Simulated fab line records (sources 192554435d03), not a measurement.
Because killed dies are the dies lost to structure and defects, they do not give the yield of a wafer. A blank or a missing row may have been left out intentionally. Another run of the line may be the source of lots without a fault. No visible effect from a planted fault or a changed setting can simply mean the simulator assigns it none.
Chamber matching / flow n5Finfet / N5_BEOL_M2_ETCH_70 on rieDiel-05 has 4 sister chambers
The step etches SOC in N2/H2, target depth 80 nm, overetch 24 nm, time 130 s. 14 wafers are shown with their chamber, then 6 later ones without.

## WAFERS PAIRED WITH THEIR CHAMBERS
wafer=L075.3; chamber=2; throttleValvePct (%)=17.95; oesProductAu (a.u.)=0.51; drypumpMotorCurrentA (A)=5.8
wafer=L075.4; chamber=3; throttleValvePct (%)=18.01; oesProductAu (a.u.)=0.66; drypumpMotorCurrentA (A)=5.7
wafer=L075.6; chamber=0; throttleValvePct (%)=17.79; oesProductAu (a.u.)=0.59; drypumpMotorCurrentA (A)=5.7
wafer=L077.4; chamber=1; throttleValvePct (%)=17.36; oesProductAu (a.u.)=0.62; drypumpMotorCurrentA (A)=5.9
wafer=L077.5; chamber=3; throttleValvePct (%)=18.00; oesProductAu (a.u.)=0.67; drypumpMotorCurrentA (A)=5.6
wafer=L077.6; chamber=2; throttleValvePct (%)=17.95; oesProductAu (a.u.)=0.52; drypumpMotorCurrentA (A)=5.8
wafer=L078.2; chamber=2; throttleValvePct (%)=17.94; oesProductAu (a.u.)=0.52; drypumpMotorCurrentA (A)=5.8
wafer=L078.4; chamber=0; throttleValvePct (%)=17.80; oesProductAu (a.u.)=0.58; drypumpMotorCurrentA (A)=5.7
wafer=L078.5; chamber=0; throttleValvePct (%)=17.79; oesProductAu (a.u.)=0.59; drypumpMotorCurrentA (A)=5.7
wafer=L079.2; chamber=3; throttleValvePct (%)=18.02; oesProductAu (a.u.)=0.66; drypumpMotorCurrentA (A)=5.7
wafer=L079.3; chamber=0; throttleValvePct (%)=17.79; oesProductAu (a.u.)=0.58; drypumpMotorCurrentA (A)=5.7
wafer=L079.5; chamber=3; throttleValvePct (%)=18.03; oesProductAu (a.u.)=0.65; drypumpMotorCurrentA (A)=5.7
wafer=L080.1; chamber=0; throttleValvePct (%)=17.80; oesProductAu (a.u.)=0.58; drypumpMotorCurrentA (A)=5.7
wafer=L080.4; chamber=0; throttleValvePct (%)=17.81; oesProductAu (a.u.)=0.58; drypumpMotorCurrentA (A)=5.7

SIGNATURES (averages over the wafers above)
reading=throttleValvePct; chamber 0=17.7967; chamber 1=17.3600; chamber 2=17.9467; chamber 3=18.0150; scatter within a chamber=0.00949
reading=oesProductAu; chamber 0=0.5833; chamber 1=0.6200; chamber 2=0.5167; chamber 3=0.6600; scatter within a chamber=0.00632
reading=drypumpMotorCurrentA; chamber 0=5.700; chamber 1=5.900; chamber 2=5.800; chamber 3=5.675; scatter within a chamber=0.0274
Rule: a wafer's distance from a chamber is the root of the sum, over the readings, of the square of ((its reading less the chamber's mean) divided by the reading's scatter). If the next closest chamber is less than 2 further off than the closest, the wafer can't be placed; otherwise it belongs to the closest. How the scatter is found: for the shown wafers, subtract from each reading the mean of its chamber, square and add these, divide the total by (wafers less chambers), then take the root.

## WAFERS WHOSE CHAMBER IS MISSING
wafer=L080.6; throttleValvePct (%)=18.02; oesProductAu (a.u.)=0.65; drypumpMotorCurrentA (A)=5.7
wafer=L090.3; throttleValvePct (%)=18.07; oesProductAu (a.u.)=0.62; drypumpMotorCurrentA (A)=5.6
wafer=L090.4; throttleValvePct (%)=17.52; oesProductAu (a.u.)=0.67; drypumpMotorCurrentA (A)=5.8
wafer=L090.5; throttleValvePct (%)=17.53; oesProductAu (a.u.)=0.67; drypumpMotorCurrentA (A)=5.8
wafer=L095.2; throttleValvePct (%)=17.55; oesProductAu (a.u.)=0.65; drypumpMotorCurrentA (A)=5.8
wafer=L095.4; throttleValvePct (%)=18.07; oesProductAu (a.u.)=0.61; drypumpMotorCurrentA (A)=5.7

## THE CHAMBER EACH PASSED THROUGH
wafer=L080.6; from the rows above=3; in truth=3
wafer=L090.3; from the rows above=3; in truth=3
wafer=L090.4; from the rows above=1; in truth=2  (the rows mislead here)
wafer=L090.5; from the rows above=1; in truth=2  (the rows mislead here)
wafer=L095.2; from the rows above=1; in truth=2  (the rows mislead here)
wafer=L095.4; from the rows above=3; in truth=3
Correct placement for 3 of the 6. Left unplaced by these rows: 0. 3 placed wrongly.
